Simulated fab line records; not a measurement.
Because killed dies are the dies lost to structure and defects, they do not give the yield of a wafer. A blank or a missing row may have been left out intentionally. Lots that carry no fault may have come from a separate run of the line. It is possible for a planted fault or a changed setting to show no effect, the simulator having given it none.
Matching of chambers    flow n5_finfet    N5_BEOL_M3_ILD_DEP_00 on pecvd-01 has 3 sister chambers
The step deposits SiOC from DEMS/O2, target thk 79 nm, time 15.3 s. 6 wafers are shown with their chamber, then 7 later ones without.

WAFERS WITH THEIR CHAMBER
wafer   chamber  throttle_valve_pct (%)  showerhead_plenum_p_Torr (Torr)
L611.1  1        13.7                    5.679
L612.1  0        11.9                    5.700
L612.4  2        11.1                    5.702
L612.6  1        13.8                    5.691
L615.1  0        11.8                    5.689
L615.4  2        11.0                    5.694

WAFERS WHOSE CHAMBER IS MISSING
wafer   throttle_valve_pct (%)  showerhead_plenum_p_Torr (Torr)
L615.5  13.7                    5.679
L617.1  11.3                    5.703
L617.4  11.4                    5.723
L617.6  13.8                    5.690
L616.1  12.1                    5.687
L616.5  12.1                    5.690
L616.6  13.6                    5.685

WHICH CHAMBER EACH WENT THROUGH
wafer   from the rows above      in truth
L615.5  1                        1
L617.1  2                        2
L617.4  can't be placed: 2 or 0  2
L617.6  1                        1
L616.1  0                        0
L616.5  0                        0
L616.6  1                        1
Correct placement for 6 of the 7. Cannot be placed on the basis of these rows: 1; the candidates contain the true chamber in 1. Wrongly placed: 0.
How it was worked out, from the rows above alone: a wafer's distance from a chamber is the root of the sum, over the readings, of the square of ((its reading less the chamber's mean) divided by the reading's scatter). The wafer belongs to the nearest chamber; if the next one is less than 2 further off, it can't be placed. Each chamber's mean is taken over the wafers shown for it. How the scatter is found: for the shown wafers, subtract from each reading the mean of its chamber, square and add these, divide the total by (wafers less chambers), then take the root.
